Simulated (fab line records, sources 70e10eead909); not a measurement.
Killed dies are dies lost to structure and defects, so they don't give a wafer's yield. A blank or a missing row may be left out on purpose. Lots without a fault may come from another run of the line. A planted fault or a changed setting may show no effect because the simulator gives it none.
A struck lot beside a sound one | flow nand_harc | 15 steps out of a route of 1302
Sound: wafers L704.2, L704.3, L704.6. Struck: wafer L726.3. (L726.2, L726.4 of the same lot were not struck and are left out.) The cause comes at the end.
At each step with rows: each side's tool, then ch and its chambers, then its first start. Under that, the readings that differ: sound wafers | struck wafers | difference of the means | sigmas: that difference in standard deviations of wafers without a fault.
alike: readings whose means differ by less than 2 such deviations, and words and numbers that are the same on both sides. not compared: withheld readings, readings that some wafer has no value for, bounds like >300 that may hide the same value, and numbers for which the record gives no deviation and whose values overlap.
The two part at a step that has a row with sigmas, a row that says differs or no value, or rows on one side only. Numbers that don't overlap but have no deviation are shown without sigmas and don't part them. A reading that every wafer of one side lacks parts them only if that side has two wafers or more.

first, 8 steps without rows for these wafers: NHARC_A_CONTACT_COAT_86 (time 75 s); NHARC_A_CONTACT_COAT_87 (time 65 s); NHARC_A_CONTACT_COAT_02 (resist thk 90 nm); NHARC_A_CONTACT_SOFTBAKE_03 (time 55 s); NHARC_A_CONTACT_EBR_04; NHARC_A_CONTACT_EXPOSE_05 (exposes mask A CC); NHARC_A_CONTACT_PEB_06 (peb time 65 s); NHARC_A_CONTACT_DEVELOP_07 (develop time 35 s).
NHARC_A_CONTACT_CD_MEAS_08: target cd 200 nm.
  sound on cd_sem-03 ch 0, day 22 06:28; struck on cd_sem-02 ch 0, day 31 06:50
  reading    | sound             | struck | difference | sigmas
  cd_nm (nm) | 199.1 199.2 199.7 | 200.8  | +1.5       | +3
NHARC_A_CONTACT_OVL_MEAS_09:
  sound on overlay-02, day 22 06:32; struck on overlay-01, day 31 06:55
  alike: overlay_x_nm, overlay_y_nm
NHARC_A_CONTACT_INSPECT_10:
  sound on defect_inspect-01, day 22 06:35; struck on defect_inspect-01, day 31 06:58
  reading          | sound       | struck | difference | sigmas
  raw_defect_count | 122 124 111 | 65     | -54        | -2
NHARC_A_CONTACT_DESCUM_13: chemistry O2, time 3 s.
  sound on rie_diel-01 ch 0,2,3, day 22 06:39; struck on rie_diel-01 ch 1, day 31 07:01
  reading      | sound          | struck | difference | sigmas
  rf_vpp_V (V) | 57.0 57.2 56.5 | 58.9   | +2.0       | +2
  alike: drypump_motor_current_A, oes_product_au, showerhead_plenum_p_Torr, throttle_valve_pct
  not compared: rf_hours_counter_h
NHARC_A_CONTACT_ETCH_88: etches the open film in CF4, target depth 39 nm, time 65 s.
  sound on rie_diel-01 ch 1,2,3, day 22 06:45; struck on rie_diel-01 ch 0, day 31 07:08
  reading               | sound             | struck | difference | sigmas
  cf4_flow_sccm (sccm)  | 150.2 150.5 150.7 | 148.7  | -1.8       | -4
  oes_product_au (a.u.) | 0.991 1.013 1.004 | 0.793  | -0.210     | -22
  alike: bias_w, drypump_motor_current_A, rf_vpp_V, showerhead_plenum_p_Torr, throttle_valve_pct
  not compared: rf_hours_counter_h
NHARC_A_CONTACT_ETCH_89: etches the open film in N2/H2, target depth 260 nm, time 475.3 s.
  sound on rie_diel-01 ch 1,2; struck on rie_diel-01 ch 3
  reading                     | sound                | struck | difference | sigmas
  drypump_motor_current_A (A) | 4.9 5.0 5.0          | 6.3    | +1.3       | +2
  throttle_valve_pct (%)      | 14.159 14.167 14.170 | 14.184 | +0.019     | +2
  alike: bias_w, oes_product_au, rf_vpp_V, showerhead_plenum_p_Torr
  not compared: rf_hours_counter_h
-- the record jumps here: 2 days lie between the struck wafers' starts before and after (it left off in module A_CONTACT and takes up again in module END, whose first step shown is number 1302 of the route) --
NHARC_END_SORT_01:
  sound on prober-01 ch 0, day 24 14:27; struck on prober-01 ch 0, day 33 08:49
  reading         | sound    | struck | difference | sigmas
  killed_at_array | 58 74 40 | 670    | +613       | +41
  killed_dies     | 61 78 45 | 677    | +616       | +41
  alike: killed_at_other, killed_at_periphery, killed_open, killed_short

WHERE THEY PART
First at NHARC_A_CONTACT_CD_MEAS_08; last, within this record, at NHARC_END_SORT_01.

WHY: what the simulator had put in
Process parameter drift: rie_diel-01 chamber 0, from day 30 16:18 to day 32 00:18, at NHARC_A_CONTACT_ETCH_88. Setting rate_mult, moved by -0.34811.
